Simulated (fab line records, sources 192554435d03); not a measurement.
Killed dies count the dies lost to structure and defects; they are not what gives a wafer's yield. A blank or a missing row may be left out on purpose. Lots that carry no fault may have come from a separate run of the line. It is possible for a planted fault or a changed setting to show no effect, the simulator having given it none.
The tool behind it: which one? || flow n5_finfet || 36 wafers from 12 lots sampled at 4 of the route's 1938 steps

## WHAT THE GAUGES SHOWED, per wafer
N5_STI_FIN_REVEAL_THK_MEAS_05.
{"lot": "L075", "measured": "day 2 15:59", "on": "film_metro-01", "thk_nm (nm)": "131.6 131.5 132.4"}
{"lot": "L077", "measured": "day 3 04:44", "on": "film_metro-02", "thk_nm (nm)": "130.9 132.6 130.4"}
{"lot": "L079", "measured": "day 3 19:15", "on": "film_metro-01", "thk_nm (nm)": "130.8 131.8 131.7"}
{"lot": "L081", "measured": "day 4 06:19", "on": "film_metro-02", "thk_nm (nm)": "132.8 129.9 133.6"}
{"lot": "L083", "measured": "day 4 19:29", "on": "film_metro-01", "thk_nm (nm)": "130.8 131.9 131.4"}
{"lot": "L085", "measured": "day 5 11:22", "on": "film_metro-02", "thk_nm (nm)": "132.9 132.7 131.9"}
{"lot": "L087", "measured": "day 5 16:38", "on": "film_metro-01", "thk_nm (nm)": "132.3 131.7 131.6"}
{"lot": "L089", "measured": "day 6 03:35", "on": "film_metro-02", "thk_nm (nm)": "132.0 132.6 131.6"}
{"lot": "L091", "measured": "day 6 15:55", "on": "film_metro-02", "thk_nm (nm)": "132.9 131.3 131.5"}
{"lot": "L093", "measured": "day 7 04:50", "on": "film_metro-02", "thk_nm (nm)": "133.6 132.7 132.3"}
{"lot": "L095", "measured": "day 7 14:41", "on": "film_metro-01", "thk_nm (nm)": "131.6 132.0 131.5"}
{"lot": "L097", "measured": "day 8 05:02", "on": "film_metro-01", "thk_nm (nm)": "133.5 132.5 131.9"}

## WHAT TOOL EACH LOT RAN ON (gives the tool, then ch and the chambers of the sampled wafers, and finally the start)
{"lot": "L075", "N5_FIN_CUT_STRIP_24": "rie_diel-02 ch 0,3, day 2 09:59", "N5_FIN_CUT_PRECLEAN_35": "vapor_etch-02 ch 0,1, day 2 10:07", "N5_FIN_CUT_CUT_ETCH_28": "rie_si-02 ch 0,2,3, day 2 10:14"}
{"lot": "L077", "N5_FIN_CUT_STRIP_24": "rie_diel-06 ch 0,2,3, day 2 22:38", "N5_FIN_CUT_PRECLEAN_35": "vapor_etch-02 ch 0,1, day 2 22:46", "N5_FIN_CUT_CUT_ETCH_28": "rie_si-06 ch 1,2,3, day 2 22:55"}
{"lot": "L079", "N5_FIN_CUT_STRIP_24": "rie_diel-06 ch 1,2,3, day 3 11:41", "N5_FIN_CUT_PRECLEAN_35": "vapor_etch-01 ch 0,1, day 3 11:50", "N5_FIN_CUT_CUT_ETCH_28": "rie_si-02 ch 0,1,2, day 3 11:58"}
{"lot": "L081", "N5_FIN_CUT_STRIP_24": "rie_diel-05 ch 0,2,3, day 3 23:46", "N5_FIN_CUT_PRECLEAN_35": "vapor_etch-02 ch 0,1, day 4 00:12", "N5_FIN_CUT_CUT_ETCH_28": "rie_si-03 ch 1,2,3, day 4 00:20"}
{"lot": "L083", "N5_FIN_CUT_STRIP_24": "rie_diel-02 ch 0,2,3, day 4 12:49", "N5_FIN_CUT_PRECLEAN_35": "vapor_etch-01 ch 0, day 4 12:57", "N5_FIN_CUT_CUT_ETCH_28": "rie_si-03 ch 2,3, day 4 13:05"}
{"lot": "L085", "N5_FIN_CUT_STRIP_24": "rie_diel-02 ch 0,1,2, day 5 05:24", "N5_FIN_CUT_PRECLEAN_35": "vapor_etch-01 ch 0,1, day 5 05:32", "N5_FIN_CUT_CUT_ETCH_28": "rie_si-03 ch 1,2,3, day 5 05:40"}
{"lot": "L087", "N5_FIN_CUT_STRIP_24": "rie_diel-02 ch 0,1, day 5 10:43", "N5_FIN_CUT_PRECLEAN_35": "vapor_etch-01 ch 0,1, day 5 10:51", "N5_FIN_CUT_CUT_ETCH_28": "rie_si-02 ch 0,1,3, day 5 10:59"}
{"lot": "L089", "N5_FIN_CUT_STRIP_24": "rie_diel-02 ch 2,3, day 5 21:40", "N5_FIN_CUT_PRECLEAN_35": "vapor_etch-02 ch 1, day 5 21:48", "N5_FIN_CUT_CUT_ETCH_28": "rie_si-06 ch 1,2, day 5 21:56"}
{"lot": "L091", "N5_FIN_CUT_STRIP_24": "rie_diel-02 ch 0,1,2, day 6 09:59", "N5_FIN_CUT_PRECLEAN_35": "vapor_etch-02 ch 0,1, day 6 10:07", "N5_FIN_CUT_CUT_ETCH_28": "rie_si-02 ch 0,1, day 6 10:16"}
{"lot": "L093", "N5_FIN_CUT_STRIP_24": "rie_diel-05 ch 0,1,3, day 6 21:56", "N5_FIN_CUT_PRECLEAN_35": "vapor_etch-01 ch 0,1, day 6 22:04", "N5_FIN_CUT_CUT_ETCH_28": "rie_si-03 ch 1,2, day 6 22:13"}
{"lot": "L095", "N5_FIN_CUT_STRIP_24": "rie_diel-05 ch 0,1,3, day 7 08:47", "N5_FIN_CUT_PRECLEAN_35": "vapor_etch-02 ch 0,1, day 7 08:55", "N5_FIN_CUT_CUT_ETCH_28": "rie_si-03 ch 0,2,3, day 7 09:02"}
{"lot": "L097", "N5_FIN_CUT_STRIP_24": "rie_diel-02 ch 0,1, day 7 22:05", "N5_FIN_CUT_PRECLEAN_35": "vapor_etch-02 ch 0,1, day 7 22:13", "N5_FIN_CUT_CUT_ETCH_28": "rie_si-02 ch 0,1, day 7 22:21"}
- N5_FIN_CUT_STRIP_24: strips in CF4.
- N5_FIN_CUT_PRECLEAN_35: cleans in vHF, time 13.3 s.
- N5_FIN_CUT_CUT_ETCH_28: etches Si in HBr/Cl2/O2, target depth 6 nm, time 2.4 s.

## THE ANSWER, worked out from the rows above alone
Rule: the lots themselves supply what counts as usual. Put in order of their means at a reading, lots are off if they are a third of the lots or fewer, leave a main group of 4 or more, and stand apart from it by a gap of 3 or more times the standard deviation of the main group's means; of several such gaps the widest counts. A main group is skipped when, at the precision printed for the reading in the tables above, its means are all equal. A lot without any number at a reading at which 4 lots or more have one is off too. Any other lot the step has rows for is counted as sound.
None of the lots is off at any reading shown; this tells nothing.

## WHAT WAS PUT IN BY THE SIMULATOR
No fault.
